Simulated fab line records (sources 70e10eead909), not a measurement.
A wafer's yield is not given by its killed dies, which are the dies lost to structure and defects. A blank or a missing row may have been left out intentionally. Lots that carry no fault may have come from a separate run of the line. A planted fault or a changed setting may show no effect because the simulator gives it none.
Which tool is to blame? / flow nand-harc / 12 lots with 36 wafers sampled at 5 steps, on a route of 1159 steps

## WHAT THE GAUGES SHOWED, per wafer
NHARC_P_BONDPAD_THK_MEAS_33: measures by ellipsometry. Usual: thk-nm reads 200.2 nm (standard deviation 1.4).
lot=L518; measured=day 6 18:31; on=film-metro-02; thk-nm (nm)=199.5 202.4 199.3; flag=
lot=L519; measured=day 6 19:55; on=film-metro-01; thk-nm (nm)=198.7 200.5 201.5; flag=
lot=L520; measured=day 6 22:41; on=film-metro-02; thk-nm (nm)=199.3 202.2 198.7; flag=
lot=L523; measured=day 7 22:34; on=film-metro-01; thk-nm (nm)=199.2 200.7 200.1; flag=
lot=L532; measured=day 9 17:07; on=film-metro-01; thk-nm (nm)=198.5 199.3 200.1; flag=
lot=L530; measured=day 9 18:23; on=film-metro-02; thk-nm (nm)=197.3 195.6 200.1; flag=
lot=L531; measured=day 10 09:41; on=film-metro-02; thk-nm (nm)=197.3 198.2 200.5; flag=
lot=L533; measured=day 10 10:16; on=film-metro-02; thk-nm (nm)=201.9 199.6 201.0; flag=
lot=L537; measured=day 10 18:58; on=film-metro-02; thk-nm (nm)=199.8 198.9 199.4; flag=
lot=L538; measured=day 11 23:16; on=film-metro-02; thk-nm (nm)=200.3 202.0 201.7; flag=
lot=L539; measured=day 12 00:19; on=film-metro-01; thk-nm (nm)=200.1 202.3 201.4; flag=
lot=L540; measured=day 12 00:35; on=film-metro-01; thk-nm (nm)=199.1 201.9 201.5; flag=

NHARC_END_SORT_01. Usual: defect-limited-yield 95.6 %, standard deviation 1.3; killed-at-array 26, standard deviation 8.6; killed-at-other 0.7, standard deviation 0.97; killed-at-periphery 3.2, standard deviation 2.2; killed-dies 30, standard deviation 8.9; killed-open 3.1, standard deviation 1.8; killed-short 2.2, standard deviation 1.8; sort_bin_2_pct 1.4 %, standard deviation 0.58; sort_bin_3_pct 0.24 %, standard deviation 0.18; sort_bin_4_pct 2.8 %, standard deviation 0.9; sort-n-pass 647, standard deviation 8.9; sort-rim-yield-pct 95.5 %, standard deviation 2.5; sort-yield-pct 95.6 %, standard deviation 1.3.
lot=L518; measured=day 19 10:24; on=prober-01; defect-limited-yield (%)=95.4 95.6 95.3; killed-at-array=29 26 30; killed-at-other=1 0 1; killed-at-periphery=1 4 1; killed-dies=31 30 32; killed-open=2 4 1; killed-short=1 2 1; sort_bin_2_pct (%)=1.2 1.5 1.5; sort_bin_3_pct (%)=0 0.30 0.30; sort_bin_4_pct (%)=3.4 2.7 3.0; sort-n-pass=646 647 645; sort-rim-yield-pct (%)=91.5 97.2 97.2; sort-yield-pct (%)=95.4 95.6 95.3; flag=
lot=L519; measured=day 19 10:26; on=prober-02; defect-limited-yield (%)=95.3 95.7 96.0; killed-at-array=25 24 22; killed-at-other=2 0 1; killed-at-periphery=5 5 4; killed-dies=32 29 27; killed-open=5 7 5; killed-short=2 4 4; sort_bin_2_pct (%)=0.9 1.2 1.2; sort_bin_3_pct (%)=0.44 0.15 0.15; sort_bin_4_pct (%)=3.4 3.0 2.7; sort-n-pass=645 648 650; sort-rim-yield-pct (%)=99.1 95.3 98.1; sort-yield-pct (%)=95.3 95.7 96.0; flag=
lot=L520; measured=day 20 16:17; on=prober-02; defect-limited-yield (%)=96.2 95.4 94.5; killed-at-array=25 23 31; killed-at-other=0 0 0; killed-at-periphery=1 8 6; killed-dies=26 31 37; killed-open=2 7 2; killed-short=1 2 5; sort_bin_2_pct (%)=1.2 1.8 1.3; sort_bin_3_pct (%)=0.30 0 0.30; sort_bin_4_pct (%)=2.4 2.8 3.8; sort-n-pass=651 646 640; sort-rim-yield-pct (%)=96.2 95.3 98.1; sort-yield-pct (%)=96.2 95.4 94.5; flag=
lot=L523; measured=day 20 03:07; on=prober-01; defect-limited-yield (%)=98.1 98.2 96.8; killed-at-array=11 8 18; killed-at-other=0 1 1; killed-at-periphery=2 3 3; killed-dies=13 12 22; killed-open=1 0 4; killed-short=4 4 2; sort_bin_2_pct (%)=0.9 0.7 1.3; sort_bin_3_pct (%)=0.15 0 0.15; sort_bin_4_pct (%)=0.9 1.0 1.8; sort-n-pass=664 665 655; sort-rim-yield-pct (%)=99.1 97.2 99.1; sort-yield-pct (%)=98.1 98.2 96.8; flag=
lot=L532; measured=day 22 09:46; on=prober-02; defect-limited-yield (%)=91.3 93.6 93.1; killed-at-array=59 42 45; killed-at-other=0 1 0; killed-at-periphery=0 0 2; killed-dies=59 43 47; killed-open=8 2 5; killed-short=0 1 3; sort_bin_2_pct (%)=2.2 1.8 2.1; sort_bin_3_pct (%)=0.44 0.30 0.59; sort_bin_4_pct (%)=6.1 4.3 4.3; sort-n-pass=618 634 630; sort-rim-yield-pct (%)=91.5 97.2 87.7; sort-yield-pct (%)=91.3 93.6 93.1; flag=
lot=L530; measured=day 22 08:11; on=prober-01; defect-limited-yield (%)=94.8 94.5 94.7; killed-at-array=31 33 28; killed-at-other=2 1 1; killed-at-periphery=2 3 7; killed-dies=35 37 36; killed-open=5 1 3; killed-short=1 2 4; sort_bin_2_pct (%)=2.5 2.2 1.5; sort_bin_3_pct (%)=0 0.15 0.15; sort_bin_4_pct (%)=2.7 3.1 3.7; sort-n-pass=642 640 641; sort-rim-yield-pct (%)=94.3 97.2 95.3; sort-yield-pct (%)=94.8 94.5 94.7; flag=
lot=L531; measured=day 23 04:44; on=prober-02; defect-limited-yield (%)=94.7 95.7 95.4; killed-at-array=33 24 30; killed-at-other=0 2 0; killed-at-periphery=3 3 1; killed-dies=36 29 31; killed-open=7 4 2; killed-short=2 1 3; sort_bin_2_pct (%)=2.1 1.2 1.5; sort_bin_3_pct (%)=0.59 0.30 0.30; sort_bin_4_pct (%)=2.7 2.8 2.8; sort-n-pass=641 648 646; sort-rim-yield-pct (%)=92.5 99.1 96.2; sort-yield-pct (%)=94.7 95.7 95.4; flag=
lot=L533; measured=day 23 12:30; on=prober-01; defect-limited-yield (%)=95.1 95.9 96.0; killed-at-array=29 25 20; killed-at-other=0 0 1; killed-at-periphery=4 3 6; killed-dies=33 28 27; killed-open=7 3 5; killed-short=0 1 1; sort_bin_2_pct (%)=1.6 1.2 1.0; sort_bin_3_pct (%)=0.15 0.15 0.30; sort_bin_4_pct (%)=3.1 2.8 2.7; sort-n-pass=644 649 650; sort-rim-yield-pct (%)=94.3 95.3 93.4; sort-yield-pct (%)=95.1 95.9 96.0; flag=
lot=L537; measured=day 23 20:16; on=prober-01; defect-limited-yield (%)=95.1 96.0 96.6; killed-at-array=29 23 22; killed-at-other=0 0 0; killed-at-periphery=4 4 1; killed-dies=33 27 23; killed-open=3 1 2; killed-short=2 0 0; sort_bin_2_pct (%)=1.3 1.6 1.5; sort_bin_3_pct (%)=0.15 0.15 0; sort_bin_4_pct (%)=3.4 2.2 1.9; sort-n-pass=644 650 654; sort-rim-yield-pct (%)=96.2 94.3 96.2; sort-yield-pct (%)=95.1 96.0 96.6; flag=
lot=L538; measured=day 25 06:07; on=prober-02; defect-limited-yield (%)=96.8 96.0 96.8; killed-at-array=19 21 22; killed-at-other=1 0 0; killed-at-periphery=2 6 0; killed-dies=22 27 22; killed-open=1 0 4; killed-short=2 4 1; sort_bin_2_pct (%)=1.0 0.7 0.4; sort_bin_3_pct (%)=0.30 0.74 0.15; sort_bin_4_pct (%)=1.9 2.5 2.7; sort-n-pass=655 650 655; sort-rim-yield-pct (%)=97.2 98.1 98.1; sort-yield-pct (%)=96.8 96.0 96.8; flag=
lot=L539; measured=day 24 15:41; on=prober-01; defect-limited-yield (%)=96.8 96.3 97.0; killed-at-array=16 23 18; killed-at-other=0 1 0; killed-at-periphery=6 1 2; killed-dies=22 25 20; killed-open=5 2 3; killed-short=0 1 5; sort_bin_2_pct (%)=1.0 0.6 0.9; sort_bin_3_pct (%)=0.15 0.44 0.15; sort_bin_4_pct (%)=2.1 2.7 1.9; sort-n-pass=655 652 657; sort-rim-yield-pct (%)=97.2 96.2 98.1; sort-yield-pct (%)=96.8 96.3 97.0; flag=
lot=L540; measured=day 24 20:26; on=prober-02; defect-limited-yield (%)=97.3 96.3 97.0; killed-at-array=17 20 19; killed-at-other=0 0 0; killed-at-periphery=1 5 1; killed-dies=18 25 20; killed-open=5 4 2; killed-short=0 1 3; sort_bin_2_pct (%)=0.6 0.6 1.5; sort_bin_3_pct (%)=0.15 0 0.44; sort_bin_4_pct (%)=1.9 3.1 1.0; sort-n-pass=659 652 657; sort-rim-yield-pct (%)=98.1 97.2 97.2; sort-yield-pct (%)=97.3 96.3 97.0; flag=

## WHAT TOOL EACH LOT RAN ON (gives the tool, then ch and the chambers of the sampled wafers, and finally the start)
lot=L518; NHARC_P_BONDPAD_ETCH_37=rie-diel-02 ch 0,2,3, day 6 19:16; NHARC_P_BONDPAD_PVD_17=pvd-sputter-02, day 6 20:16; NHARC_P_BONDPAD_PVD_27=pvd-sputter-02, day 19 10:24 or earlier
lot=L519; NHARC_P_BONDPAD_ETCH_37=rie-diel-04 ch 0,2,3, day 6 20:40; NHARC_P_BONDPAD_PVD_17=pvd-sputter-02, day 6 21:41; NHARC_P_BONDPAD_PVD_27=pvd-sputter-02, day 19 10:26 or earlier
lot=L520; NHARC_P_BONDPAD_ETCH_37=rie-diel-04 ch 1,2,3, day 6 23:33; NHARC_P_BONDPAD_PVD_17=pvd-sputter-03, day 7 00:32; NHARC_P_BONDPAD_PVD_27=pvd-sputter-03, day 20 16:17 or earlier
lot=L523; NHARC_P_BONDPAD_ETCH_37=rie-diel-04 ch 2,3, day 7 23:26; NHARC_P_BONDPAD_PVD_17=pvd-sputter-02, day 8 00:25; NHARC_P_BONDPAD_PVD_27=pvd-sputter-02, day 20 03:07 or earlier
lot=L532; NHARC_P_BONDPAD_ETCH_37=rie-diel-13 ch 0,3, day 9 18:01; NHARC_P_BONDPAD_PVD_17=pvd-sputter-02, day 9 18:59; NHARC_P_BONDPAD_PVD_27=pvd-sputter-02, day 22 09:46 or earlier
lot=L530; NHARC_P_BONDPAD_ETCH_37=rie-diel-02 ch 0,1,2, day 9 19:16; NHARC_P_BONDPAD_PVD_17=pvd-sputter-02, day 9 20:13; NHARC_P_BONDPAD_PVD_27=pvd-sputter-02, day 22 08:11 or earlier
lot=L531; NHARC_P_BONDPAD_ETCH_37=rie-diel-04 ch 0,1,2, day 10 10:35; NHARC_P_BONDPAD_PVD_17=pvd-sputter-02, day 10 11:35; NHARC_P_BONDPAD_PVD_27=pvd-sputter-02, day 23 04:44 or earlier
lot=L533; NHARC_P_BONDPAD_ETCH_37=rie-diel-04 ch 1,3, day 10 11:11; NHARC_P_BONDPAD_PVD_17=pvd-sputter-03, day 10 12:09; NHARC_P_BONDPAD_PVD_27=pvd-sputter-03, day 23 12:30 or earlier
lot=L537; NHARC_P_BONDPAD_ETCH_37=rie-diel-04 ch 0,1,3, day 10 19:50; NHARC_P_BONDPAD_PVD_17=pvd-sputter-01, day 10 20:49; NHARC_P_BONDPAD_PVD_27=pvd-sputter-01, day 23 20:16 or earlier
lot=L538; NHARC_P_BONDPAD_ETCH_37=rie-diel-13 ch 1,2, day 12 00:07; NHARC_P_BONDPAD_PVD_17=pvd-sputter-02, day 12 01:07; NHARC_P_BONDPAD_PVD_27=pvd-sputter-02, day 25 06:07 or earlier
lot=L539; NHARC_P_BONDPAD_ETCH_37=rie-diel-04 ch 0,1,2, day 12 01:10; NHARC_P_BONDPAD_PVD_17=pvd-sputter-01, day 12 02:11; NHARC_P_BONDPAD_PVD_27=pvd-sputter-01, day 24 15:41 or earlier
lot=L540; NHARC_P_BONDPAD_ETCH_37=rie-diel-04 ch 0,2,3, day 12 01:27; NHARC_P_BONDPAD_PVD_17=pvd-sputter-03, day 12 02:25; NHARC_P_BONDPAD_PVD_27=pvd-sputter-03, day 24 20:26 or earlier
- NHARC_P_BONDPAD_ETCH_37: etches the open film in N2/H2, target depth 60 nm, overetch 18 nm, time 65.91 s.
- NHARC_P_BONDPAD_PVD_17: deposits TaN, target thk 5 nm, time 8.06 s.
- NHARC_P_BONDPAD_PVD_27: deposits Cu, target thk 30 nm, time 20.49 s.

## WHAT THE TOOLS THEMSELVES READ (means of the sampled wafers that have a number; where no wafer has one, the mark that the record gives instead)
NHARC_P_BONDPAD_ETCH_37. Usual: drypump-motor-current-A 5.8 A, standard deviation 0.31; oes-product-au 1.002 a.u., standard deviation 0.0076; rf-vpp-V 430.2 V, standard deviation 3; showerhead-plenum-p-Torr 2.03 Torr, standard deviation 0.099; throttle-valve-pct 14.170 %, standard deviation 0.0085.
lot=L518; tool=rie-diel-02; drypump-motor-current-A (A)=5.8; oes-product-au (a.u.)=1.010; rf-vpp-V (V)=431.1; showerhead-plenum-p-Torr (Torr)=2.07; throttle-valve-pct (%)=14.177; flag=
lot=L519; tool=rie-diel-04; drypump-motor-current-A (A)=6.0; oes-product-au (a.u.)=1.005; rf-vpp-V (V)=430.6; showerhead-plenum-p-Torr (Torr)=2.05; throttle-valve-pct (%)=14.168; flag=
lot=L520; tool=rie-diel-04; drypump-motor-current-A (A)=6.0; oes-product-au (a.u.)=1.004; rf-vpp-V (V)=431.9; showerhead-plenum-p-Torr (Torr)=2.08; throttle-valve-pct (%)=14.166; flag=
lot=L523; tool=rie-diel-04; drypump-motor-current-A (A)=6.1; oes-product-au (a.u.)=0.999; rf-vpp-V (V)=432.7; showerhead-plenum-p-Torr (Torr)=2.14; throttle-valve-pct (%)=14.169; flag=
lot=L532; tool=rie-diel-13; drypump-motor-current-A (A)=5.4; oes-product-au (a.u.)=1.000; rf-vpp-V (V)=430.7; showerhead-plenum-p-Torr (Torr)=2.03; throttle-valve-pct (%)=14.171; flag=
lot=L530; tool=rie-diel-02; drypump-motor-current-A (A)=5.5; oes-product-au (a.u.)=0.996; rf-vpp-V (V)=428.3; showerhead-plenum-p-Torr (Torr)=1.98; throttle-valve-pct (%)=14.173; flag=
lot=L531; tool=rie-diel-04; drypump-motor-current-A (A)=5.8; oes-product-au (a.u.)=0.997; rf-vpp-V (V)=428.4; showerhead-plenum-p-Torr (Torr)=1.99; throttle-valve-pct (%)=14.167; flag=
lot=L533; tool=rie-diel-04; drypump-motor-current-A (A)=5.8; oes-product-au (a.u.)=1.004; rf-vpp-V (V)=430.2; showerhead-plenum-p-Torr (Torr)=2.06; throttle-valve-pct (%)=14.174; flag=
lot=L537; tool=rie-diel-04; drypump-motor-current-A (A)=5.7; oes-product-au (a.u.)=1.001; rf-vpp-V (V)=429.9; showerhead-plenum-p-Torr (Torr)=2.03; throttle-valve-pct (%)=14.172; flag=
lot=L538; tool=rie-diel-13; drypump-motor-current-A (A)=5.9; oes-product-au (a.u.)=1.008; rf-vpp-V (V)=426.8; showerhead-plenum-p-Torr (Torr)=1.89; throttle-valve-pct (%)=14.174; flag=
lot=L539; tool=rie-diel-04; drypump-motor-current-A (A)=5.9; oes-product-au (a.u.)=0.994; rf-vpp-V (V)=428.3; showerhead-plenum-p-Torr (Torr)=1.99; throttle-valve-pct (%)=14.165; flag=
lot=L540; tool=rie-diel-04; drypump-motor-current-A (A)=6.0; oes-product-au (a.u.)=1.009; rf-vpp-V (V)=430.4; showerhead-plenum-p-Torr (Torr)=2.05; throttle-valve-pct (%)=14.166; flag=

NHARC_P_BONDPAD_PVD_17. Usual: throttle-valve-pct reads 30.2 % (standard deviation 0.93).
lot=L518; tool=pvd-sputter-02; throttle-valve-pct (%)=29.0; flag=
lot=L519; tool=pvd-sputter-02; throttle-valve-pct (%)=30.4; flag=
lot=L520; tool=pvd-sputter-03; throttle-valve-pct (%)=30.1; flag=
lot=L523; tool=pvd-sputter-02; throttle-valve-pct (%)=30.6; flag=
lot=L532; tool=pvd-sputter-02; throttle-valve-pct (%)=30.9; flag=
lot=L530; tool=pvd-sputter-02; throttle-valve-pct (%)=29.9; flag=
lot=L531; tool=pvd-sputter-02; throttle-valve-pct (%)=29.7; flag=
lot=L533; tool=pvd-sputter-03; throttle-valve-pct (%)=29.4; flag=
lot=L537; tool=pvd-sputter-01; throttle-valve-pct (%)=30.4; flag=
lot=L538; tool=pvd-sputter-02; throttle-valve-pct (%)=29.8; flag=
lot=L539; tool=pvd-sputter-01; throttle-valve-pct (%)=30.5; flag=
lot=L540; tool=pvd-sputter-03; throttle-valve-pct (%)=30.0; flag=

NHARC_P_BONDPAD_PVD_27. Usual: throttle-valve-pct reads 30.2 % (standard deviation 0.95).
lot=L518; tool=pvd-sputter-02; throttle-valve-pct (%)=30.6; flag=
lot=L519; tool=pvd-sputter-02; throttle-valve-pct (%)=28.9; flag=
lot=L520; tool=pvd-sputter-03; throttle-valve-pct (%)=29.9; flag=
lot=L523; tool=pvd-sputter-02; throttle-valve-pct (%)=29.5; flag=
lot=L532; tool=pvd-sputter-02; throttle-valve-pct (%)=29.7; flag=
lot=L530; tool=pvd-sputter-02; throttle-valve-pct (%)=29.8; flag=
lot=L531; tool=pvd-sputter-02; throttle-valve-pct (%)=30.6; flag=
lot=L533; tool=pvd-sputter-03; throttle-valve-pct (%)=30.3; flag=
lot=L537; tool=pvd-sputter-01; throttle-valve-pct (%)=31.1; flag=
lot=L538; tool=pvd-sputter-02; throttle-valve-pct (%)=29.7; flag=
lot=L539; tool=pvd-sputter-01; throttle-valve-pct (%)=30.3; flag=
lot=L540; tool=pvd-sputter-03; throttle-valve-pct (%)=30.2; flag=

## THE ANSWER, worked out from the rows above alone
Rule: take the mean of a lot's wafers that have a number; if it is more than 3 standard deviations from the usual mean, the lot is off. Also off: a lot with no number at a reading for which 4 or more lots have one. All remaining lots with rows at the step are treated as sound. Order of review: gauges by route order, followed by the tools' own readings, for which a lot's mean as printed above is used. The first step at which some lot is off is used, and at that step the reading that is off furthest; a lot without a number counts as furthest.
No lot is off on any of the readings shown, so nothing can be concluded from this.

## WHAT THE SIMULATOR HAD INSERTED
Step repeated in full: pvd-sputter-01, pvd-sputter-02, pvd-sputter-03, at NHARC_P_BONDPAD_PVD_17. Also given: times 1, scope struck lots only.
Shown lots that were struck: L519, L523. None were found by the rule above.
